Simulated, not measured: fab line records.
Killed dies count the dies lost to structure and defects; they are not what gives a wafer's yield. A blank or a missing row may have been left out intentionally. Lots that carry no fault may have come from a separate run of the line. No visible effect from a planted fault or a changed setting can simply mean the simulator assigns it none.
Struck lot and sound lot, side by side	flow n5_finfet	33 steps out of a route of 1938
Sound: the wafers L527.2, L527.5, L527.6. Wafers struck: L515.1, L515.2, L515.4. Last of all comes the cause.
Each step with rows lists, per side, the tool, then ch with its chambers, then its first start. Under that, the readings that differ: sound wafers	struck wafers	difference of the means	sigmas: that difference in standard deviations of wafers without a fault.
alike: a reading whose means differ by less than 2 such deviations, as well as words and numbers matching on both sides. not compared: withheld readings; readings where some wafer has no value; bounds like >300 that might hide an equal value; numbers whose values overlap and for which the record gives no deviation.
The two part at a step that has a row with sigmas, a row that says differs or no value, or rows on one side only. Numbers that don't overlap but have no deviation are shown without sigmas and don't part them. Lack of a reading on every wafer of one side parts them only where that side has two or more wafers.

first, 1 step without rows for these wafers: N5_BEOL_M9_CURE_72 (cures SiCOH lowk, time 120 s).
N5_BEOL_M9_DEGAS_44: time 60 s.
  sound on pvd_sputter-02, day 14 19:55; struck on pvd_sputter-03, day 11 16:28
  alike: heater_power_w, susceptor_temp_C
N5_BEOL_M9_PRE_CLEAN_45: time 30 s.
  sound on pvd_sputter-02, day 14 19:57; struck on pvd_sputter-03, day 11 16:30
  alike: heater_power_w, susceptor_temp_C
N5_BEOL_M9_ALD_74: deposits TaN, target thk 2 nm, pulse time 2 s, purge time 3 s.
  sound on ald_metal-01 ch 0,1,3, day 14 20:01; struck on ald_metal-02 ch 0,1,3, day 11 16:35
  alike: heater_power_w, susceptor_temp_C
N5_BEOL_M9_SURFACE_TREAT_79:
  sound on pvd_sputter-03, day 14 20:19; struck on pvd_sputter-03, day 11 16:53
  alike: ar_flow_sccm
  not compared: throttle_valve_pct
then, 5 steps without rows for these wafers: N5_BEOL_M9_CVD_78 (deposits Co from CCTBA/H2, target thk 2 nm, time 138.9 s); N5_BEOL_M9_SPUTTER_48 (material Cu, target thk 12 nm, time 2 s); N5_BEOL_M9_ECD_50 (material Cu, target thk 318 nm); N5_BEOL_M9_ANNEAL_51 (time 90 s); N5_BEOL_M9_CMP_52 (polishes, stops on SiCOH lowk, t overpolish 7 s, target thk 140 nm).
N5_BEOL_M9_THK_MEAS_53: measures by xrf.
  sound on film_metro-02, day 14 21:31; struck on film_metro-01, day 11 17:56
  alike: M9_THK
then, 1 step without rows for these wafers: N5_BEOL_M9_PRE_CLEAN_55 (time 15 s).
N5_BEOL_M9_DEP_56: deposits SiCN from 3MS/NH3, target thk 15 nm, time 26.5 s.
  sound on pecvd-03 ch 0,1,2, day 14 21:35; struck on pecvd-01 ch 0,1, day 11 18:00
reading	sound	struck	difference	sigmas
throttle_valve_pct (%)	8.7 8.0 8.9	10.0 8.9 10.0	+1.1	+2
  alike: rf_fwd_power_W, showerhead_plenum_p_Torr
N5_BEOL_M9_RS_MEAS_57: uses a four-point probe to measure.
  sound on film_metro-02, day 14 21:39; struck on film_metro-01, day 11 18:04
  alike: M9_RS
N5_BEOL_M9_INSPECT_58: inspects for defects (darkfield).
  sound on defect_inspect-01, day 14 21:41; struck on defect_inspect-02, day 11 18:06
reading	sound	struck	difference	sigmas
raw_defect_count	71 116 112	707 657 738	+601	+26
then, 2 steps without rows for these wafers: N5_BEOL_M10_ILD_DEP_00 (deposits SiCOH lowk from DEMS/porogen, target thk 308.51 nm, time 58 s); N5_BEOL_M10_CURE_71 (cures SiCOH lowk, time 240 s).
N5_BEOL_M10_THK_MEAS_01:
  sound on film_metro-02, day 14 22:18; struck on film_metro-02, day 11 19:13
  alike: M10_ILD_THK
then, 1 step without rows for these wafers: N5_BEOL_M10_PECVD_70 (deposits SiO2 from TEOS/O2, target thk 20 nm, time 22.7 s).
N5_BEOL_M10_HM_DEP_02: deposits TiN, target thk 20 nm.
  sound on pvd_sputter-01, day 15 00:07; struck on pvd_sputter-03, day 11 20:20
  alike: susceptor_temp_C, throttle_valve_pct
then, 8 steps without rows for these wafers: N5_BEOL_M10_COAT_59 (time 60 s, resist thk 100 nm); N5_BEOL_M10_COAT_60 (time 60 s, resist thk 30 nm); N5_BEOL_M10_COAT_05 (resist thk 90 nm); N5_BEOL_M10_EBR_07; N5_BEOL_M10_SOFTBAKE_06 (time 60 s); N5_BEOL_M10_EXPOSE_08 (exposes mask M10); N5_BEOL_M10_PEB_09 (peb time 60 s); N5_BEOL_M10_DEVELOP_10 (develop time 30 s).
N5_BEOL_M10_CD_MEAS_11: target cd 64.1 nm.
  sound on cd_sem-02 ch 0, day 15 00:37; struck on cd_sem-02 ch 0, day 11 20:50
  alike: cd_nm
N5_BEOL_M10_OVL_MEAS_12:
  sound on overlay-02 ch 0, day 15 00:38; struck on overlay-01 ch 0, day 11 20:52
  alike: M10_OVL
N5_BEOL_M10_INSPECT_13: inspects for defects (brightfield).
  sound on defect_inspect-01, day 15 00:40; struck on defect_inspect-02, day 11 20:53
reading	sound	struck	difference	sigmas
raw_defect_count	377 398 408	1095 1125 1130	+722	+9
then, 1 step without rows for these wafers: N5_BEOL_M10_DESCUM_16 (chemistry O2, time 7.9 s).
-- record jumps: 2 days separate the struck wafers' starts on either side; left off in module BEOL_M10, taken up again in module PASSIVATION, whose first shown step is the route's number 1936 --
N5_PASSIVATION_PROBE_49:
  record: rows for the struck wafers here (prober-01, day 14 03:54), none for the sound ones

## WHERE THEY PART
Last at N5_PASSIVATION_PROBE_49 as far as this record goes, first at N5_BEOL_M9_DEP_56.

WHY: whatever the simulator had introduced
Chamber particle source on pecvd-01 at N5_BEOL_M9_DEP_56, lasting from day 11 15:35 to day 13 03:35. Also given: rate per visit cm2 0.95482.
